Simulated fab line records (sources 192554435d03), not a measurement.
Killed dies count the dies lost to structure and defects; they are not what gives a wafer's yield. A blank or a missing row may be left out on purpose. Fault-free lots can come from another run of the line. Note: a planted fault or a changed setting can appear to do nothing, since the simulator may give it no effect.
Matching of chambers :: flow n5 finfet :: 4 sister chambers for N5_BEOL_M8_DESCUM_16 on rie diel-04
The step chemistry O2, time 7.9 s. 18 wafers are shown with their chamber, then 9 later ones without.

== EACH WAFER AND ITS CHAMBER ==
wafer: L733.2
chamber: 0
drypump motor current A (A): 6.7
throttle valve pct (%): 20.41
rf vpp V (V): 239.9

wafer: L733.3
chamber: 2
drypump motor current A (A): 5.5
throttle valve pct (%): 20.73
rf vpp V (V): 242.8

wafer: L733.5
chamber: 2
drypump motor current A (A): 5.5
throttle valve pct (%): 20.74
rf vpp V (V): 243.6

wafer: L736.3
chamber: 2
drypump motor current A (A): 5.5
throttle valve pct (%): 20.74
rf vpp V (V): 242.1

wafer: L736.4
chamber: 1
drypump motor current A (A): 5.3
throttle valve pct (%): 20.53
rf vpp V (V): 246.3

wafer: L736.5
chamber: 0
drypump motor current A (A): 6.7
throttle valve pct (%): 20.41
rf vpp V (V): 241.1

wafer: L737.1
chamber: 3
drypump motor current A (A): 5.9
throttle valve pct (%): 20.30
rf vpp V (V): 243.8

wafer: L737.3
chamber: 2
drypump motor current A (A): 5.5
throttle valve pct (%): 20.73
rf vpp V (V): 244.2

wafer: L737.5
chamber: 1
drypump motor current A (A): 5.3
throttle valve pct (%): 20.54
rf vpp V (V): 245.9

wafer: L739.3
chamber: 3
drypump motor current A (A): 5.8
throttle valve pct (%): 20.29
rf vpp V (V): 242.8

wafer: L739.5
chamber: 3
drypump motor current A (A): 5.8
throttle valve pct (%): 20.31
rf vpp V (V): 243.7

wafer: L739.6
chamber: 2
drypump motor current A (A): 5.5
throttle valve pct (%): 20.75
rf vpp V (V): 243.4

wafer: L740.2
chamber: 2
drypump motor current A (A): 5.5
throttle valve pct (%): 20.76
rf vpp V (V): 242.2

wafer: L740.4
chamber: 2
drypump motor current A (A): 5.5
throttle valve pct (%): 20.74
rf vpp V (V): 243.0

wafer: L740.6
chamber: 1
drypump motor current A (A): 5.3
throttle valve pct (%): 20.56
rf vpp V (V): 246.1

wafer: L744.1
chamber: 2
drypump motor current A (A): 5.5
throttle valve pct (%): 20.77
rf vpp V (V): 241.9

wafer: L744.2
chamber: 3
drypump motor current A (A): 5.8
throttle valve pct (%): 20.33
rf vpp V (V): 244.2

wafer: L744.6
chamber: 0
drypump motor current A (A): 6.6
throttle valve pct (%): 20.07
rf vpp V (V): 244.9

SIGNATURES (averages over the wafers above)
reading: drypump motor current A
chamber 0: 6.667
chamber 1: 5.300
chamber 2: 5.500
chamber 3: 5.825
scatter within a chamber: 0.0318

reading: throttle valve pct
chamber 0: 20.2967
chamber 1: 20.5433
chamber 2: 20.7450
chamber 3: 20.3075
scatter within a chamber: 0.0755

reading: rf vpp V
chamber 0: 241.967
chamber 1: 246.100
chamber 2: 242.900
chamber 3: 243.625
scatter within a chamber: 1.18
Rule: for a wafer and a chamber, the distance is found by dividing, reading by reading, the gap between the wafer's reading and the chamber's mean by the reading's scatter, squaring, summing and taking the root. The wafer belongs to the nearest chamber; if the next one is less than 2 further off, it can't be placed. How the scatter is found: for the shown wafers, subtract from each reading the mean of its chamber, square and add these, divide the total by (wafers less chambers), then take the root.

== WAFERS WITHOUT THEIR CHAMBER ==
wafer: L746.3
drypump motor current A (A): 6.7
throttle valve pct (%): 20.08
rf vpp V (V): 244.3

wafer: L746.4
drypump motor current A (A): 5.3
throttle valve pct (%): 20.60
rf vpp V (V): 244.4

wafer: L746.5
drypump motor current A (A): 5.3
throttle valve pct (%): 20.57
rf vpp V (V): 244.8

wafer: L750.1
drypump motor current A (A): 6.6
throttle valve pct (%): 20.08
rf vpp V (V): 245.6

wafer: L750.3
drypump motor current A (A): 5.8
throttle valve pct (%): 20.34
rf vpp V (V): 244.0

wafer: L750.4
drypump motor current A (A): 5.3
throttle valve pct (%): 20.59
rf vpp V (V): 245.2

wafer: L753.2
drypump motor current A (A): 6.7
throttle valve pct (%): 20.07
rf vpp V (V): 245.0

wafer: L753.3
drypump motor current A (A): 5.5
throttle valve pct (%): 20.81
rf vpp V (V): 243.9

wafer: L753.4
drypump motor current A (A): 5.8
throttle valve pct (%): 20.34
rf vpp V (V): 242.1

== WHICH CHAMBER EACH WENT THROUGH ==
wafer: L746.3
from the rows above: 0
in truth: 0

wafer: L746.4
from the rows above: 1
in truth: 1

wafer: L746.5
from the rows above: 1
in truth: 1

wafer: L750.1
from the rows above: 0
in truth: 0

wafer: L750.3
from the rows above: 3
in truth: 3

wafer: L750.4
from the rows above: 1
in truth: 1

wafer: L753.2
from the rows above: 0
in truth: 0

wafer: L753.3
from the rows above: 2
in truth: 2

wafer: L753.4
from the rows above: 3
in truth: 3
Correctly placed: 9 of 9. Number that these rows cannot place: 0. Placed wrongly: 0.
